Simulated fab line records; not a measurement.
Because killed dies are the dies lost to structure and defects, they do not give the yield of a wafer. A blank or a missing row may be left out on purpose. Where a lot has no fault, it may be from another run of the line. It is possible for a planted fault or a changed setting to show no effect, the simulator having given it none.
Matching of chambers + flow nandHarc + aldHk-02 running NHARC_A_CHANNEL_FILL_D1_ALD_16: 4 sister chambers
The step deposits SiO2, target thk 1.5 nm, pulse time 10 s, ald cycles 15. 4 wafers are shown with their chamber, then 6 later ones without.

WAFERS PAIRED WITH THEIR CHAMBERS
| wafer  | chamber | heaterPowerW (W) |
|--------|---------|------------------|
| L672.1 | 1       | 447              |
| L675.3 | 3       | 388              |
| L676.2 | 2       | 458              |
| L676.4 | 0       | 393              |

WAFERS MISSING THEIR CHAMBER
| wafer  | heaterPowerW (W) |
|--------|------------------|
| L676.6 | 455              |
| L678.1 | 466              |
| L678.3 | 392              |
| L678.6 | 389              |
| L685.2 | 483              |
| L685.5 | 494              |

THE CHAMBER EACH PASSED THROUGH
| wafer  | from the rows above     | in truth |
|--------|-------------------------|----------|
| L676.6 | can't be placed: 2 or 1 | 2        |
| L678.1 | can't be placed: 2 or 1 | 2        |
| L678.3 | can't be placed: 0 or 3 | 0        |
| L678.6 | can't be placed: 3 or 0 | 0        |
| L685.2 | can't be placed: 2 or 1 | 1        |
| L685.5 | can't be placed: 2 or 1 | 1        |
Correct placement for 0 of the 6. These rows do not allow placing 6 (true chamber among the candidates in 6). 0 placed wrongly.
How it was worked out, from the rows above alone: a wafer's distance from a chamber is the root of the sum, over the readings, of the square of ((its reading less the chamber's mean) divided by the reading's scatter). The wafer belongs to the nearest chamber; if the next one is less than 2 further off, it can't be placed. For every chamber, the mean is computed from those of its wafers that are shown. The scatter (one wafer shown for each chamber): square how far every hidden wafer sits from the nearest shown wafer, average those squares and take the square root.
